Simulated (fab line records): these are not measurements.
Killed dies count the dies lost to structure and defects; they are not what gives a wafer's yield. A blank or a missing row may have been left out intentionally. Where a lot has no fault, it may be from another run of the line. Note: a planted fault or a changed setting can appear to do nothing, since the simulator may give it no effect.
Which of the tools did it?    flow nand-harc    11 lots with 33 wafers sampled at 4 steps, on a route of 1302 steps

## WHAT THE GAUGES SHOWED, per wafer
The record lacks any reading of a measuring or inspecting step that a usual standard deviation could be used to judge.

## WHICH TOOL RAN EACH LOT (tool, then ch and the chambers of the sampled wafers, then the start)
lot   NHARC_P_ZERO_WELL_PECVD_02       NHARC_P_ZERO_WELL_ETCH_62                      NHARC_P_ZERO_WELL_DESCUM_26         NHARC_P_GATE_ETCH_104
L546  pecvd-04 ch 0,1,2, day 3 02:29   rie-diel-01 ch 0,2, day 3 04:44 or earlier     rie-diel-01 ch 0,3, day 3 04:44     rie-diel-06 ch 0,2,3, day 6 02:11
L547  pecvd-03 ch 0,2, day 3 12:26     rie-diel-10 ch 0,2,3, day 3 14:37 or earlier   rie-diel-08 ch 2,3, day 3 14:37     rie-diel-06 ch 1,2, day 6 20:12
L548  pecvd-04 ch 0,1,2, day 3 22:26   rie-diel-08 ch 0,1,3, day 4 01:05 or earlier   rie-diel-08 ch 0,2,3, day 4 01:05   rie-diel-07 ch 0,2,3, day 7 00:34
L549  pecvd-04 ch 0,2, day 4 08:27     rie-diel-10 ch 1,3, day 4 10:46 or earlier     rie-diel-08 ch 1,2, day 4 10:46     rie-diel-07 ch 0,2,3, day 7 14:47
L551  pecvd-03 ch 0,1,2, day 5 04:26   rie-diel-10 ch 1,2,3, day 5 06:44 or earlier   rie-diel-10 ch 0,1, day 5 06:44     rie-diel-07 ch 1,2,3, day 8 08:57
L552  pecvd-04 ch 1,2, day 5 14:26     rie-diel-10 ch 0,1,3, day 5 16:38 or earlier   rie-diel-08 ch 0,1,3, day 5 16:38   rie-diel-11 ch 1,2,3, day 8 15:23
L555  pecvd-03 ch 0,2, day 6 20:32     rie-diel-08 ch 0,3, day 6 22:49 or earlier     rie-diel-08 ch 1,2, day 6 22:49     rie-diel-11 ch 0,1,3, day 10 02:58
L556  pecvd-03 ch 0,1,2, day 7 06:29   rie-diel-08 ch 0,1, day 7 09:08 or earlier     rie-diel-10 ch 0,1,3, day 7 09:08   rie-diel-11 ch 0,3, day 10 12:32
L560  pecvd-04 ch 0,2, day 8 22:26     rie-diel-10 ch 1,2,3, day 9 00:42 or earlier   rie-diel-01 ch 1,2,3, day 9 00:42   rie-diel-11 ch 1,2,3, day 12 01:37
L561  pecvd-03 ch 0,2, day 9 08:27     rie-diel-01 ch 0,2,3, day 9 11:07 or earlier   rie-diel-08 ch 1,2,3, day 9 11:07   rie-diel-07 ch 0,2,3, day 12 15:44
L566  pecvd-03 ch 0,1,2, day 11 10:27  rie-diel-08 ch 0,1,3, day 11 12:39 or earlier  rie-diel-01 ch 0,1,2, day 11 12:39  rie-diel-11 ch 0,1,3, day 14 09:55
- NHARC_P_ZERO_WELL_PECVD_02: deposits SiO2, target thk 10 nm.
- NHARC_P_ZERO_WELL_ETCH_62: etches the open film in CHF3/Ar, target depth 13 nm, time 6.5 s.
- NHARC_P_ZERO_WELL_DESCUM_26: chemistry O2, time 3 s.
- NHARC_P_GATE_ETCH_104: etches the open film in CF4/CHF3, target depth 60 nm.

## AS READ BY THE TOOLS THEMSELVES (means over the sampled wafers that have a number; for cases with no such wafer, the mark the record gives instead)
NHARC_P_ZERO_WELL_PECVD_02. Usual: chamber-pressure-Torr 6.500 Torr, standard deviation 0.015.
lot   tool      chamber-pressure-Torr (Torr)  flag
L546  pecvd-04  6.501                         
L547  pecvd-03  6.503                         
L548  pecvd-04  6.501                         
L549  pecvd-04  6.503                         
L551  pecvd-03  6.498                         
L552  pecvd-04  6.491                         
L555  pecvd-03  6.510                         
L556  pecvd-03  6.505                         
L560  pecvd-04  -                             OFF
L561  pecvd-03  -                             OFF
L566  pecvd-03  6.496                         

NHARC_P_ZERO_WELL_ETCH_62. Usual: drypump-motor-current-A 5.70 A, standard deviation 0.27; mfc-ar-sccm 200.0 sccm, standard deviation 0.65; oes-product-au 0.959 a.u., standard deviation 0.018; rf-vpp-V 369.6 V, standard deviation 1.9; showerhead-plenum-p-Torr 2.30 Torr, standard deviation 0.079; throttle-valve-pct 20.218 %, standard deviation 0.0087.
lot   tool         drypump-motor-current-A (A)  mfc-ar-sccm (sccm)  oes-product-au (a.u.)  rf-vpp-V (V)  showerhead-plenum-p-Torr (Torr)  throttle-valve-pct (%)  flag
L546  rie-diel-01  5.67                         199.8               0.966                  370.2         2.32                             20.211                  
L547  rie-diel-10  5.67                         199.3               0.984                  372.3         2.38                             20.227                  
L548  rie-diel-08  5.74                         200.4               0.924                  368.9         2.25                             20.225                  
L549  rie-diel-10  5.86                         199.9               0.948                  369.8         2.33                             20.215                  
L551  rie-diel-10  5.61                         200.2               0.963                  370.1         2.33                             20.217                  
L552  rie-diel-10  5.83                         199.8               0.965                  369.5         2.31                             20.224                  
L555  rie-diel-08  5.83                         200.6               0.952                  369.2         2.25                             20.225                  
L556  rie-diel-08  5.67                         200.3               0.947                  366.9         2.20                             20.217                  
L560  rie-diel-10  5.60                         199.7               0.973                  369.4         2.32                             20.216                  
L561  rie-diel-01  5.75                         200.8               0.937                  369.6         2.29                             20.226                  
L566  rie-diel-08  5.73                         200.2               0.957                  370.7         2.34                             20.219                  

NHARC_P_ZERO_WELL_DESCUM_26. Usual: drypump-motor-current-A is 5.75 A with standard deviation 0.25, mfc-ar-sccm is 0.015 sccm with standard deviation 0.011, o2-flow-sccm is 200.1 sccm with standard deviation 0.61, oes-product-au is 1.003 a.u. with standard deviation 0.0094, rf-vpp-V is 57.7 V with standard deviation 0.89, showerhead-plenum-p-Torr is 1.87 Torr with standard deviation 0.063, and throttle-valve-pct is 11.311 % with standard deviation 0.011.
lot   tool         drypump-motor-current-A (A)  mfc-ar-sccm (sccm)  o2-flow-sccm (sccm)  oes-product-au (a.u.)  rf-vpp-V (V)  showerhead-plenum-p-Torr (Torr)  throttle-valve-pct (%)  flag
L546  rie-diel-01  5.59                         0.020               200.4                1.011                  57.4          1.89                             11.307                  
L547  rie-diel-08  5.90                         0.019               199.8                0.993                  57.1          1.88                             11.309                  
L548  rie-diel-08  5.83                         0.013               200.1                1.002                  57.5          1.85                             11.306                  
L549  rie-diel-08  5.60                         0.024               200.2                0.997                  57.1          1.80                             11.313                  
L551  rie-diel-10  5.66                         0.011               199.9                1.007                  57.3          1.84                             11.321                  
L552  rie-diel-08  5.71                         0.015               200.1                1.001                  57.9          1.82                             11.313                  
L555  rie-diel-08  5.73                         0.022               200.3                1.004                  57.2          1.82                             11.312                  
L556  rie-diel-10  5.81                         0.017               200.0                0.997                  57.4          1.88                             11.296                  
L560  rie-diel-01  5.96                         0.016               199.9                1.002                  57.8          1.87                             11.305                  
L561  rie-diel-08  5.76                         0.022               200.3                1.001                  58.6          1.93                             11.310                  
L566  rie-diel-01  5.88                         0.010               199.8                1.004                  57.7          1.88                             11.307                  

NHARC_P_GATE_ETCH_104. Usual: drypump-motor-current-A 5.7 A, standard deviation 0.49; mfc-ar-sccm 0.007 sccm, standard deviation 0.0099; oes-product-au 0.942 a.u., standard deviation 0.022; rf-vpp-V 369.8 V, standard deviation 2.3; showerhead-plenum-p-Torr 1.55 Torr, standard deviation 0.064; throttle-valve-pct 16.802 %, standard deviation 0.009.
lot   tool         drypump-motor-current-A (A)  mfc-ar-sccm (sccm)  oes-product-au (a.u.)  rf-vpp-V (V)  showerhead-plenum-p-Torr (Torr)  throttle-valve-pct (%)  flag
L546  rie-diel-06  5.9                          0.009               0.918                  369.7         1.55                             16.798                  
L547  rie-diel-06  5.5                          0.008               0.977                  369.2         1.52                             16.808                  
L548  rie-diel-07  6.0                          0.000               0.935                  370.7         1.61                             16.800                  
L549  rie-diel-07  6.0                          0.000               0.923                  372.1         1.61                             16.802                  
L551  rie-diel-07  5.7                          0.000               0.925                  369.4         1.56                             16.805                  
L552  rie-diel-11  5.6                          0.009               0.923                  369.7         1.53                             16.802                  
L555  rie-diel-11  5.5                          0.011               0.913                  368.3         1.52                             16.799                  
L556  rie-diel-11  5.6                          0.011               0.957                  367.5         1.49                             16.797                  
L560  rie-diel-11  5.6                          0.009               0.963                  369.0         1.53                             16.798                  
L561  rie-diel-07  6.1                          0.000               0.922                  371.6         1.60                             16.797                  
L566  rie-diel-11  5.5                          0.011               0.928                  369.0         1.52                             16.793                  

## THE ANSWER, worked out from the rows above alone
Rule: a lot counts as off when the mean over its wafers that have a number is more than 3 standard deviations away from the usual mean. Also off: a lot with no number at a reading for which 4 or more lots have one. The other lots that the step has rows for count as sound. After the gauges, taken in route order, come the tools' own readings; for these a lot's mean is taken, as printed above. The first step at which some lot is off is used, and at that step the reading that is off furthest; a lot without a number counts as furthest.
Off: L560, L561, at NHARC_P_ZERO_WELL_PECVD_02 (chamber-pressure-Torr). Without a number there: L560, L561.
If a tool, at that step or one of the process steps before it, ran each lot that is off and ran no sound lot following the first of them, it fits. Of those tried, none fits.

## WHAT THE SIMULATOR HAD PUT IN
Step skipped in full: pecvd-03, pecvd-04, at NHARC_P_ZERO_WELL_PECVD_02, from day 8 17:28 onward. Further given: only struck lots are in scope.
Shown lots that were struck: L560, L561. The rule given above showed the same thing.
